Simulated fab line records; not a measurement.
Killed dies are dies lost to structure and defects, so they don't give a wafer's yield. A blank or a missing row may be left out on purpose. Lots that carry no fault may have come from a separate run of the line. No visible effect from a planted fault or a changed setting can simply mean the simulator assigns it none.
Split-lot experiment / flow n5_finfet / route with 1938 steps; 7 lots, 21 wafers read

## SPLIT DETAILS
At N5_BEOL_M13_ETCH_68 (etches SOC in N2/H2, time 355 s), the setting time_s was moved away from the recipe's 355 s on 10 of the 21 wafers read, by -17.9% to +19.1%. This setting was run at the recipe's value on the other wafers.

The reading comes from the split's own step.

## THE READING
SiARC_of_BEOL_M13_COAT_66.thk_nm (the simulator's own value, which no gauge read), in nm, at N5_BEOL_M13_ETCH_68 (etches SOC in N2/H2, time 355 s). The file gives no usual value for it. Across the 11 wafers here that went through the recipe, the average is 77.0 nm and the standard deviation 0.63 nm.

wafer=L075.1; tool, chamber at the split=rie_diel-04, 0; time_s as run, s=355; against the recipe=recipe; SiARC_of_BEOL_M13_COAT_66.thk_nm, nm=77.2; against lot-mates on the recipe=-
wafer=L075.3; tool, chamber at the split=rie_diel-04, 3; time_s as run, s=422.8; against the recipe=+19.1%; SiARC_of_BEOL_M13_COAT_66.thk_nm, nm=70.8; against lot-mates on the recipe=-6.4
wafer=L075.6; tool, chamber at the split=rie_diel-04, 2; time_s as run, s=422.8; against the recipe=+19.1%; SiARC_of_BEOL_M13_COAT_66.thk_nm, nm=70; against lot-mates on the recipe=-7.2
wafer=L082.2; tool, chamber at the split=rie_diel-05, 3; time_s as run, s=355; against the recipe=recipe; SiARC_of_BEOL_M13_COAT_66.thk_nm, nm=77.2; against lot-mates on the recipe=-
wafer=L082.4; tool, chamber at the split=rie_diel-05, 1; time_s as run, s=310.7; against the recipe=-12.5%; SiARC_of_BEOL_M13_COAT_66.thk_nm, nm=81.4; against lot-mates on the recipe=+4.2
wafer=L082.6; tool, chamber at the split=rie_diel-05, 1; time_s as run, s=310.7; against the recipe=-12.5%; SiARC_of_BEOL_M13_COAT_66.thk_nm, nm=81.6; against lot-mates on the recipe=+4.4
wafer=L080.1; tool, chamber at the split=rie_diel-04, 0; time_s as run, s=355; against the recipe=recipe; SiARC_of_BEOL_M13_COAT_66.thk_nm, nm=76; against lot-mates on the recipe=-
wafer=L080.2; tool, chamber at the split=rie_diel-04, 2; time_s as run, s=381.7; against the recipe=+7.5%; SiARC_of_BEOL_M13_COAT_66.thk_nm, nm=74; against lot-mates on the recipe=-2.0
wafer=L080.4; tool, chamber at the split=rie_diel-04, 1; time_s as run, s=381.7; against the recipe=+7.5%; SiARC_of_BEOL_M13_COAT_66.thk_nm, nm=73.2; against lot-mates on the recipe=-2.8
wafer=L091.2; tool, chamber at the split=rie_diel-05, 2; time_s as run, s=355; against the recipe=recipe; SiARC_of_BEOL_M13_COAT_66.thk_nm, nm=77.2; against lot-mates on the recipe=-
wafer=L091.3; tool, chamber at the split=rie_diel-05, 1; time_s as run, s=355; against the recipe=recipe; SiARC_of_BEOL_M13_COAT_66.thk_nm, nm=78.2; against lot-mates on the recipe=-
wafer=L091.4; tool, chamber at the split=rie_diel-05, 0; time_s as run, s=355; against the recipe=recipe; SiARC_of_BEOL_M13_COAT_66.thk_nm, nm=77.8; against lot-mates on the recipe=-
wafer=L097.1; tool, chamber at the split=rie_diel-04, 2; time_s as run, s=355; against the recipe=recipe; SiARC_of_BEOL_M13_COAT_66.thk_nm, nm=76.2; against lot-mates on the recipe=-
wafer=L097.2; tool, chamber at the split=rie_diel-04, 3; time_s as run, s=291.6; against the recipe=-17.9%; SiARC_of_BEOL_M13_COAT_66.thk_nm, nm=83; against lot-mates on the recipe=+6.8
wafer=L097.3; tool, chamber at the split=rie_diel-04, 0; time_s as run, s=291.6; against the recipe=-17.9%; SiARC_of_BEOL_M13_COAT_66.thk_nm, nm=82; against lot-mates on the recipe=+5.8
wafer=L095.2; tool, chamber at the split=rie_diel-04, 1; time_s as run, s=355; against the recipe=recipe; SiARC_of_BEOL_M13_COAT_66.thk_nm, nm=76.4; against lot-mates on the recipe=-
wafer=L095.3; tool, chamber at the split=rie_diel-04, 0; time_s as run, s=355; against the recipe=recipe; SiARC_of_BEOL_M13_COAT_66.thk_nm, nm=76.8; against lot-mates on the recipe=-
wafer=L095.4; tool, chamber at the split=rie_diel-04, 3; time_s as run, s=355; against the recipe=recipe; SiARC_of_BEOL_M13_COAT_66.thk_nm, nm=77.2; against lot-mates on the recipe=-
wafer=L096.1; tool, chamber at the split=rie_diel-04, 0; time_s as run, s=328.2; against the recipe=-7.5%; SiARC_of_BEOL_M13_COAT_66.thk_nm, nm=79.2; against lot-mates on the recipe=+2.0
wafer=L096.4; tool, chamber at the split=rie_diel-04, 2; time_s as run, s=355; against the recipe=recipe; SiARC_of_BEOL_M13_COAT_66.thk_nm, nm=77.2; against lot-mates on the recipe=-
wafer=L096.5; tool, chamber at the split=rie_diel-04, 3; time_s as run, s=328.2; against the recipe=-7.5%; SiARC_of_BEOL_M13_COAT_66.thk_nm, nm=79.4; against lot-mates on the recipe=+2.2

THE FIT
A straight line over all 21 wafers: SiARC_of_BEOL_M13_COAT_66.thk_nm changes by -0.341 nm for each +1% of time_s; r = -0.98; the points scatter about the line by 0.63 nm.
The same after taking each lot's own level away (the mean of its wafers on the recipe; 21 wafers): -0.347 nm for each +1%; r = -0.99; scatter 0.38 nm.
On that fit, the largest move of time_s shifts the reading by 6.6 nm.
Measured against the standard deviation above, the lots' own levels, which go from 76.00 to 77.73 nm, span 2.8 times it.
The two slopes are in agreement: the lot-to-lot level therefore moves the slope only a little.
Check: -6.75 nm against its lot-mates is what the line predicts for one of the wafers moved furthest among these (+19.1%) when that wafer is left out of the fit. Against them it came out at -6.4 nm.

## OTHER SPLITS APPLIED TO THESE WAFERS
These wafers also went through other splits before the reading. Each is held against what the fit with the lots' levels taken away leaves over:
other split on the same wafers=N5_BEOL_M8_EXPOSE_25 dose_mj; wafers away from the commonest value=7; r with SiARC_of_BEOL_M13_COAT_66.thk_nm (lot level and that fit taken away)=+0.21
other split on the same wafers=N5_BEOL_M8_VIA_ETCH_34 source_w; wafers away from the commonest value=9; r with SiARC_of_BEOL_M13_COAT_66.thk_nm (lot level and that fit taken away)=+0.00
other split on the same wafers=N5_BEOL_M11_PECVD_70 time_s; wafers away from the commonest value=6; r with SiARC_of_BEOL_M13_COAT_66.thk_nm (lot level and that fit taken away)=+0.17
other split on the same wafers=N5_BEOL_M11_COAT_59 temp_c; wafers away from the commonest value=2; r with SiARC_of_BEOL_M13_COAT_66.thk_nm (lot level and that fit taken away)=+0.06
other split on the same wafers=N5_BEOL_M12_TRENCH_ETCH_34 time_s; wafers away from the commonest value=7; r with SiARC_of_BEOL_M13_COAT_66.thk_nm (lot level and that fit taken away)=+0.08
other split on the same wafers=N5_BEOL_M12_SPUTTER_44 time_s; wafers away from the commonest value=7; r with SiARC_of_BEOL_M13_COAT_66.thk_nm (lot level and that fit taken away)=-0.06

## THE FILE'S OWN FIT
SiARC_of_BEOL_M13_COAT_66.thk_nm changes by -0.346 nm for each +1% of time_s, r = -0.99.
